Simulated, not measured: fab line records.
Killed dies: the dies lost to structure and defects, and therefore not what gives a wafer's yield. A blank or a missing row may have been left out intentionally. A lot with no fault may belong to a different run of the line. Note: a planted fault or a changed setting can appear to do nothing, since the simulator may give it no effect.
Struck lot and sound lot, side by side | flow n5Finfet | 17 out of 1938 route steps
Sound: wafers L247.4, L247.5, L247.6. Struck: wafer L259.1. (L259.5, L259.6 of the same lot were not struck and are left out.) The cause comes at the end.
At each step with rows: each side's tool, then ch and its chambers, then its first start. Under that, the readings that differ: sound wafers | struck wafers | difference of the means | sigmas: that difference in standard deviations of wafers without a fault.
alike: readings whose means differ by less than 2 such deviations, and words and numbers that are the same on both sides. not compared: withheld readings, readings that some wafer has no value for, bounds like >300 that may hide the same value, and numbers for which the record gives no deviation and whose values overlap.
The two part at a step that has a row with sigmas, a row that says differs or no value, or rows on one side only. Non-overlapping numbers with no deviation appear without sigmas and do not part them. Lack of a reading on every wafer of one side parts them only where that side has two or more wafers.

first, 4 steps without rows for these wafers: N5_BEOL_M9_HM_STRIP_39 (strips TiN in peroxide tin strip, target depth 25 nm, time 158 s); N5_BEOL_M9_SRD_40 (time 30 s); N5_BEOL_M9_PRECLEAN_42 (cleans in residue remover, time 60 s); N5_BEOL_M9_SRD_43 (time 30 s).
N5_BEOL_M9_CD_MEAS_35: target cd 70 nm, target cd y 40 nm.
  struck on cdSem-01, day 15 22:25; sound on cdSem-02, day 12 01:47
  alike: cdNm
N5_BEOL_M9_CURE_72: cures SiCOH lowk, time 120 s.
  sound on uvCure-03 ch 2, day 12 01:58; struck on uvCure-01 ch 2, day 15 22:28
reading          | sound             | struck | difference | sigmas
lampPowerPct (%) | 52.27 52.27 52.31 | 52.50  | +0.22      | +4
  alike: wafer_temp_C_max
N5_BEOL_M9_DEGAS_44: time 60 s.
  struck on pvdSputter-03, day 15 23:11; sound on pvdSputter-01, day 12 02:20
  alike: heaterPowerW
N5_BEOL_M9_PRE_CLEAN_45: time 30 s.
  struck on pvdSputter-03, day 15 23:13; sound on pvdSputter-01, day 12 02:22
  alike: heaterPowerW
then, 1 step without rows for these wafers: N5_BEOL_M9_ALD_74 (deposits TaN, target thk 2 nm, pulse time 2 s, purge time 3 s).
N5_BEOL_M9_SURFACE_TREAT_79:
  struck on pvdSputter-01, day 15 23:34; sound on pvdSputter-02, day 12 02:45
  not compared: throttleValvePct
then, 1 step without rows for these wafers: N5_BEOL_M9_CVD_78 (deposits Co from CCTBA/H2, target thk 2 nm, time 138.9 s).
N5_BEOL_M9_SPUTTER_48: material Cu, target thk 12 nm, time 2 s.
  struck on pvdSputter-01, day 15 23:48; sound on pvdSputter-01, day 12 03:09
reading                | sound                   | struck  | difference | sigmas
chamberPressurePa (Pa) | 0.12991 0.13006 0.13005 | 0.12945 | -0.00056   | -2
  alike: chuckGasFlowSccm, throttleValvePct
N5_BEOL_M9_ECD_50: material Cu, target thk 318 nm.
  sound on ecdCu-02 ch 0,1, day 12 03:17; struck on ecdCu-01 ch 0, day 16 01:23
reading                               | sound         | struck | difference | sigmas
model.Cu_of_BEOL_M9_ECD_50.thkNm (nm) | 313 320.6 320 | 540    | +222       | 
then, 1 step without rows for these wafers: N5_BEOL_M9_ANNEAL_51 (time 90 s).
N5_BEOL_M9_CMP_52: polishes, stops on SiCOH lowk, t overpolish 7 s, target thk 140 nm.
  sound on cmp-02 ch 0,3, day 12 04:23; struck on cmp-03 ch 0, day 16 01:49
reading             | sound          | struck | difference | sigmas
motorCurrentA (A)   | 6.6 6.0 6.6    | 8.2    | +1.8       | +2
timeToEndpointS (s) | 68.3 69.9 70.8 | 108.3  | +38.6      | +15
  not compared: padLifeWafers
N5_BEOL_M9_THK_MEAS_53: measures by xrf.
  struck on filmMetro-02, day 16 02:07; sound on filmMetro-02, day 12 04:39
  alike: M9_THK
-- the record jumps here: 2 days lie between the struck wafers' starts before and after (it left off in module BEOL_M9 and takes up again in module PASSIVATION, whose first step shown is number 1936 of the route) --
N5_PASSIVATION_PROBE_49:
  record: rows for the struck wafers here (prober-01, day 18 03:59), none for the sound ones

WHERE THEY PART
Last at N5_PASSIVATION_PROBE_49 as far as this record goes, first at N5_BEOL_M9_CURE_72.

WHY: what had been put in by the simulator
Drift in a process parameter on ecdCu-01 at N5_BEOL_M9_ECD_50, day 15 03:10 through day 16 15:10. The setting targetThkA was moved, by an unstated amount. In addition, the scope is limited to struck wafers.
